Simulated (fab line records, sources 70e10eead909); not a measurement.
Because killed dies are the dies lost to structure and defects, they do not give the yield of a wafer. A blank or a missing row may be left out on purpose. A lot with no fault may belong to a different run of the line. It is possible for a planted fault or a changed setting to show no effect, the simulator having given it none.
The tool behind it: which one? / flow nand harc / 11 lots with 33 wafers sampled at 6 steps, on a route of 1159 steps

== WHAT EACH GAUGE READ, for each wafer ==
NHARC_P_GATE_CD_MEAS_91: the cd target is 2000 nm.
lot=L872; measured=day 5 02:47; on=cd sem-03; cd nm (nm)=2000.0 2001.1 2000.4
lot=L874; measured=day 5 15:50; on=cd sem-03; cd nm (nm)=2001.5 2000.6 2000.6
lot=L875; measured=day 5 22:37; on=cd sem-03; cd nm (nm)=2000.6 2000.4 2002.2
lot=L876; measured=day 6 18:46; on=cd sem-02; cd nm (nm)=2000.1 2002.1 2001.0
lot=L881; measured=day 7 12:56; on=cd sem-03; cd nm (nm)=2002.2 2000.6 1999.0
lot=L885; measured=day 8 14:12; on=cd sem-03; cd nm (nm)=2000.8 2000.5 2001.7
lot=L883; measured=day 8 14:33; on=cd sem-02; cd nm (nm)=2068.5 2066.6 2069.1 2068.7 2066.7 2068.9
lot=L892; measured=day 10 08:43; on=cd sem-01; cd nm (nm)=1999.1 2000.3 2001.3
lot=L893; measured=day 10 12:39; on=cd sem-02; cd nm (nm)=2000.6 2001.3 2000.1
lot=L895; measured=day 10 19:41; on=cd sem-03; cd nm (nm)=2000.9 2000.9 2000.5
lot=L894; measured=day 10 20:18; on=cd sem-01; cd nm (nm)=2001.2 1999.9 1999.8

NHARC_END_SORT_01.
lot=L872; measured=day 19 18:21; on=prober-01; defect limited yield (%)=96.9 96.5 96.5; killed at array=19 19 19; killed at other=1 0 0; killed at periphery=1 5 5; killed dies=21 24 24; killed open=3 3 4; killed short=0 0 1; sort_bin_2_pct (%)=0.7 0.7 1.5; sort_bin_3_pct (%)=0.30 0.15 0.15; sort_bin_4_pct (%)=2.1 2.7 1.9; sort n pass=656 653 653; sort rim yield pct (%)=96.2 97.2 95.3; sort yield pct (%)=96.9 96.5 96.5
lot=L875; measured=day 20 01:22; on=prober-01; defect limited yield (%)=94.8 94.8 95.6; killed at array=32 30 30; killed at other=1 1 0; killed at periphery=2 4 0; killed dies=35 35 30; killed open=9 5 1; killed short=1 4 0; sort_bin_2_pct (%)=1.6 1.0 1.3; sort_bin_3_pct (%)=0.15 0.15 0.30; sort_bin_4_pct (%)=3.4 4.0 2.8; sort n pass=642 642 647; sort rim yield pct (%)=97.2 97.2 96.2; sort yield pct (%)=94.8 94.8 95.6
lot=L876; measured=day 20 11:47; on=prober-02; defect limited yield (%)=96.6 95.0 95.9; killed at array=19 26 20; killed at other=0 1 0; killed at periphery=4 7 8; killed dies=23 34 28; killed open=2 1 4; killed short=2 1 2; sort_bin_2_pct (%)=1.0 2.1 2.4; sort_bin_3_pct (%)=0 0.44 0.30; sort_bin_4_pct (%)=2.4 2.5 1.5; sort n pass=654 643 649; sort rim yield pct (%)=93.4 94.3 98.1; sort yield pct (%)=96.6 95.0 95.9
lot=L881; measured=day 21 14:48; on=prober-01; defect limited yield (%)=95.7 96.6 97.8; killed at array=25 21 14; killed at other=3 2 0; killed at periphery=1 0 1; killed dies=29 23 15; killed open=1 2 3; killed short=3 1 1; sort_bin_2_pct (%)=1.2 0.9 0.3; sort_bin_3_pct (%)=0.15 0.15 0.15; sort_bin_4_pct (%)=3.0 2.4 1.8; sort n pass=648 654 662; sort rim yield pct (%)=94.3 97.2 98.1; sort yield pct (%)=95.7 96.6 97.8
lot=L885; measured=day 22 14:16; on=prober-02; defect limited yield (%)=94.8 95.6 94.5; killed at array=32 26 35; killed at other=1 3 1; killed at periphery=2 1 1; killed dies=35 30 37; killed open=6 3 2; killed short=2 2 3; sort_bin_2_pct (%)=1.8 1.6 2.4; sort_bin_3_pct (%)=0.15 0.59 0.30; sort_bin_4_pct (%)=3.2 2.2 2.8; sort n pass=642 647 640; sort rim yield pct (%)=98.1 97.2 94.3; sort yield pct (%)=94.8 95.6 94.5

== EACH LOT AND THE TOOL THAT RAN IT (in order: tool; ch and the chambers of the sampled wafers; start) ==
lot=L872; NHARC_P_GATE_HM_OPEN_105=rie diel-10 ch 1,2, day 5 02:38 or earlier; NHARC_P_GATE_EXPOSE_88=krf scanner-02 ch 0, day 5 02:38; NHARC_P_GATE_DESCUM_93=rie diel-10 ch 0,3, day 5 02:57; NHARC_P_GATE_RTA_64=rtp anneal-02 ch 0, day 5 04:40
lot=L874; NHARC_P_GATE_HM_OPEN_105=rie diel-04 ch 1,2,3, day 5 15:40 or earlier; NHARC_P_GATE_EXPOSE_88=krf scanner-02 ch 0, day 5 15:40; NHARC_P_GATE_DESCUM_93=rie diel-01 ch 0,1, day 5 16:04; NHARC_P_GATE_RTA_64=rtp anneal-01 ch 0, day 5 18:06
lot=L875; NHARC_P_GATE_HM_OPEN_105=rie diel-10 ch 1,2,3, day 5 22:28 or earlier; NHARC_P_GATE_EXPOSE_88=krf scanner-01 ch 0, day 5 22:28; NHARC_P_GATE_DESCUM_93=rie diel-01 ch 0,1,3, day 5 22:47; NHARC_P_GATE_RTA_64=rtp anneal-01 ch 0, day 6 00:29
lot=L876; NHARC_P_GATE_HM_OPEN_105=rie diel-04 ch 0,2,3, day 6 18:36 or earlier; NHARC_P_GATE_EXPOSE_88=krf scanner-02 ch 0, day 6 18:36; NHARC_P_GATE_DESCUM_93=rie diel-04 ch 0,1, day 6 18:55; NHARC_P_GATE_RTA_64=rtp anneal-02 ch 0, day 6 20:46
lot=L881; NHARC_P_GATE_HM_OPEN_105=rie diel-04 ch 0,1,3, day 7 12:46 or earlier; NHARC_P_GATE_EXPOSE_88=krf scanner-01 ch 0, day 7 12:46; NHARC_P_GATE_DESCUM_93=rie diel-10 ch 2,3, day 7 13:05; NHARC_P_GATE_RTA_64=rtp anneal-02 ch 0, day 7 14:44
lot=L885; NHARC_P_GATE_HM_OPEN_105=rie diel-04 ch 0,3, day 8 14:02 or earlier; NHARC_P_GATE_EXPOSE_88=krf scanner-04 ch 0, day 8 14:02; NHARC_P_GATE_DESCUM_93=rie diel-04 ch 0,2,3, day 8 14:22; NHARC_P_GATE_RTA_64=rtp anneal-02 ch 0, day 8 16:00
lot=L883; NHARC_P_GATE_HM_OPEN_105=rie diel-04 ch 0,2, day 8 14:23 or earlier; NHARC_P_GATE_EXPOSE_88=krf scanner-02 ch 0, day 8 14:23; NHARC_P_GATE_DESCUM_93=-; NHARC_P_GATE_RTA_64=-
lot=L892; NHARC_P_GATE_HM_OPEN_105=rie diel-04 ch 0,2, day 10 08:34 or earlier; NHARC_P_GATE_EXPOSE_88=krf scanner-01 ch 0, day 10 08:34; NHARC_P_GATE_DESCUM_93=rie diel-04 ch 1,2,3, day 10 08:53; NHARC_P_GATE_RTA_64=rtp anneal-01 ch 0, day 10 10:35
lot=L893; NHARC_P_GATE_HM_OPEN_105=rie diel-01 ch 0,2,3, day 10 12:29 or earlier; NHARC_P_GATE_EXPOSE_88=krf scanner-02 ch 0, day 10 12:29; NHARC_P_GATE_DESCUM_93=rie diel-04 ch 0,1,2, day 10 12:50; NHARC_P_GATE_RTA_64=rtp anneal-02 ch 0, day 10 14:28
lot=L895; NHARC_P_GATE_HM_OPEN_105=rie diel-04 ch 0,2, day 10 19:32 or earlier; NHARC_P_GATE_EXPOSE_88=krf scanner-04 ch 0, day 10 19:32; NHARC_P_GATE_DESCUM_93=rie diel-04 ch 0,1,3, day 10 19:52; NHARC_P_GATE_RTA_64=rtp anneal-01 ch 0, day 10 21:30
lot=L894; NHARC_P_GATE_HM_OPEN_105=rie diel-04 ch 0,3, day 10 20:09 or earlier; NHARC_P_GATE_EXPOSE_88=krf scanner-01 ch 0, day 10 20:09; NHARC_P_GATE_DESCUM_93=rie diel-10 ch 0,1,2, day 10 20:31; NHARC_P_GATE_RTA_64=rtp anneal-01 ch 0, day 10 22:08
- NHARC_P_GATE_HM_OPEN_105: chemistry O2/COS, target depth 360 nm.
- NHARC_P_GATE_EXPOSE_88: exposes mask P HVN, target cd 2000 nm.
- NHARC_P_GATE_DESCUM_93: chemistry O2, time 3 s.
- NHARC_P_GATE_RTA_64: time 1 s.

== WHAT THE TOOLS THEMSELVES READ (means of the sampled wafers that have a number; where no wafer has one, the mark that the record gives instead) ==
NHARC_P_GATE_HM_OPEN_105.
lot=L872; tool=rie diel-10; drypump motor current A (A)=5.6; oes product au (a.u.)=1.001; rf vpp V (V)=465; showerhead plenum p Torr (Torr)=3.04; throttle valve pct (%)=28.333
lot=L874; tool=rie diel-04; drypump motor current A (A)=5.9; oes product au (a.u.)=1.004; rf vpp V (V)=467; showerhead plenum p Torr (Torr)=3.15; throttle valve pct (%)=28.327
lot=L875; tool=rie diel-10; drypump motor current A (A)=5.6; oes product au (a.u.)=0.998; rf vpp V (V)=467; showerhead plenum p Torr (Torr)=3.16; throttle valve pct (%)=28.335
lot=L876; tool=rie diel-04; drypump motor current A (A)=5.9; oes product au (a.u.)=0.995; rf vpp V (V)=468; showerhead plenum p Torr (Torr)=3.19; throttle valve pct (%)=28.327
lot=L881; tool=rie diel-04; drypump motor current A (A)=5.6; oes product au (a.u.)=0.992; rf vpp V (V)=470; showerhead plenum p Torr (Torr)=3.23; throttle valve pct (%)=28.331
lot=L885; tool=rie diel-04; drypump motor current A (A)=5.4; oes product au (a.u.)=1.005; rf vpp V (V)=470; showerhead plenum p Torr (Torr)=3.28; throttle valve pct (%)=28.338
lot=L883; tool=rie diel-04; drypump motor current A (A)=6.0; oes product au (a.u.)=1.002; rf vpp V (V)=468; showerhead plenum p Torr (Torr)=3.17; throttle valve pct (%)=28.336
lot=L892; tool=rie diel-04; drypump motor current A (A)=6.0; oes product au (a.u.)=1.005; rf vpp V (V)=469; showerhead plenum p Torr (Torr)=3.17; throttle valve pct (%)=28.324
lot=L893; tool=rie diel-01; drypump motor current A (A)=5.3; oes product au (a.u.)=0.994; rf vpp V (V)=464; showerhead plenum p Torr (Torr)=2.98; throttle valve pct (%)=28.330
lot=L895; tool=rie diel-04; drypump motor current A (A)=6.0; oes product au (a.u.)=0.999; rf vpp V (V)=468; showerhead plenum p Torr (Torr)=3.17; throttle valve pct (%)=28.327
lot=L894; tool=rie diel-04; drypump motor current A (A)=5.6; oes product au (a.u.)=1.013; rf vpp V (V)=471; showerhead plenum p Torr (Torr)=3.27; throttle valve pct (%)=28.323

NHARC_P_GATE_DESCUM_93.
lot=L872; tool=rie diel-10; drypump motor current A (A)=5.2; oes product au (a.u.)=0.997; rf vpp V (V)=57.1; showerhead plenum p Torr (Torr)=1.89; throttle valve pct (%)=11.308
lot=L874; tool=rie diel-01; drypump motor current A (A)=5.7; oes product au (a.u.)=0.999; rf vpp V (V)=57.5; showerhead plenum p Torr (Torr)=1.91; throttle valve pct (%)=11.309
lot=L875; tool=rie diel-01; drypump motor current A (A)=5.5; oes product au (a.u.)=0.997; rf vpp V (V)=57.6; showerhead plenum p Torr (Torr)=1.89; throttle valve pct (%)=11.306
lot=L876; tool=rie diel-04; drypump motor current A (A)=5.7; oes product au (a.u.)=0.996; rf vpp V (V)=58.0; showerhead plenum p Torr (Torr)=1.96; throttle valve pct (%)=11.311
lot=L881; tool=rie diel-10; drypump motor current A (A)=5.6; oes product au (a.u.)=1.001; rf vpp V (V)=58.2; showerhead plenum p Torr (Torr)=2.01; throttle valve pct (%)=11.301
lot=L885; tool=rie diel-04; drypump motor current A (A)=5.9; oes product au (a.u.)=1.012; rf vpp V (V)=57.8; showerhead plenum p Torr (Torr)=1.95; throttle valve pct (%)=11.323
lot=L892; tool=rie diel-04; drypump motor current A (A)=5.8; oes product au (a.u.)=0.998; rf vpp V (V)=58.3; showerhead plenum p Torr (Torr)=1.92; throttle valve pct (%)=11.309
lot=L893; tool=rie diel-04; drypump motor current A (A)=6.0; oes product au (a.u.)=1.000; rf vpp V (V)=58.5; showerhead plenum p Torr (Torr)=1.92; throttle valve pct (%)=11.316
lot=L895; tool=rie diel-04; drypump motor current A (A)=5.5; oes product au (a.u.)=0.999; rf vpp V (V)=57.7; showerhead plenum p Torr (Torr)=1.98; throttle valve pct (%)=11.316
lot=L894; tool=rie diel-10; drypump motor current A (A)=5.6; oes product au (a.u.)=1.002; rf vpp V (V)=58.1; showerhead plenum p Torr (Torr)=1.97; throttle valve pct (%)=11.305

NHARC_P_GATE_RTA_64.
lot=L872; tool=rtp anneal-02; lamp power pct (%)=30; wafer_temp_C_max=1053.9
lot=L874; tool=rtp anneal-01; lamp power pct (%)=39; wafer_temp_C_max=1055.5
lot=L875; tool=rtp anneal-01; lamp power pct (%)=39; wafer_temp_C_max=1055.6
lot=L876; tool=rtp anneal-02; lamp power pct (%)=30; wafer_temp_C_max=1054.3
lot=L881; tool=rtp anneal-02; lamp power pct (%)=30; wafer_temp_C_max=1055.0
lot=L885; tool=rtp anneal-02; lamp power pct (%)=30; wafer_temp_C_max=1053.3
lot=L892; tool=rtp anneal-01; lamp power pct (%)=39; wafer_temp_C_max=1056.2
lot=L893; tool=rtp anneal-02; lamp power pct (%)=30; wafer_temp_C_max=1053.7
lot=L895; tool=rtp anneal-01; lamp power pct (%)=39; wafer_temp_C_max=1057.9
lot=L894; tool=rtp anneal-01; lamp power pct (%)=39; wafer_temp_C_max=1055.9

== THE ANSWER, worked out from the rows above alone ==
Rule: the lots themselves supply what counts as usual. The widest of any qualifying gaps counts: lots, ordered by their means at a reading, are off when they make up no more than a third of the lots, leave a main group of 4 or more, and stand apart from it by 3 or more times the standard deviation of that group's means. The tables above print the reading to a certain number of digits; a main group whose means all agree to those digits is not used. A lot without any number at a reading at which 4 lots or more have one is off too. The other lots that the step has rows for count as sound. Order of review: gauges by route order, followed by the tools' own readings, for which a lot's mean as printed above is used. At the first step where some lot is off, the reading lying furthest off is the one used; lots without a number count as furthest.
Off: L883, at NHARC_P_GATE_CD_MEAS_91 (cd nm). The main group has a mean of 2000.7 nm with a standard deviation of 0.29.
A tool fits if, at a process step before that reading, it ran every lot that is off, and no sound lot after the first of them. The gauges at NHARC_P_GATE_CD_MEAS_91 are tried like those tools. With no start given for some of its lots, NHARC_P_GATE_HM_OPEN_105 uses the hours and lot order of NHARC_P_GATE_EXPOSE_88. Not one of the candidates tried fits.

== WHAT THE SIMULATOR HAD PUT IN ==
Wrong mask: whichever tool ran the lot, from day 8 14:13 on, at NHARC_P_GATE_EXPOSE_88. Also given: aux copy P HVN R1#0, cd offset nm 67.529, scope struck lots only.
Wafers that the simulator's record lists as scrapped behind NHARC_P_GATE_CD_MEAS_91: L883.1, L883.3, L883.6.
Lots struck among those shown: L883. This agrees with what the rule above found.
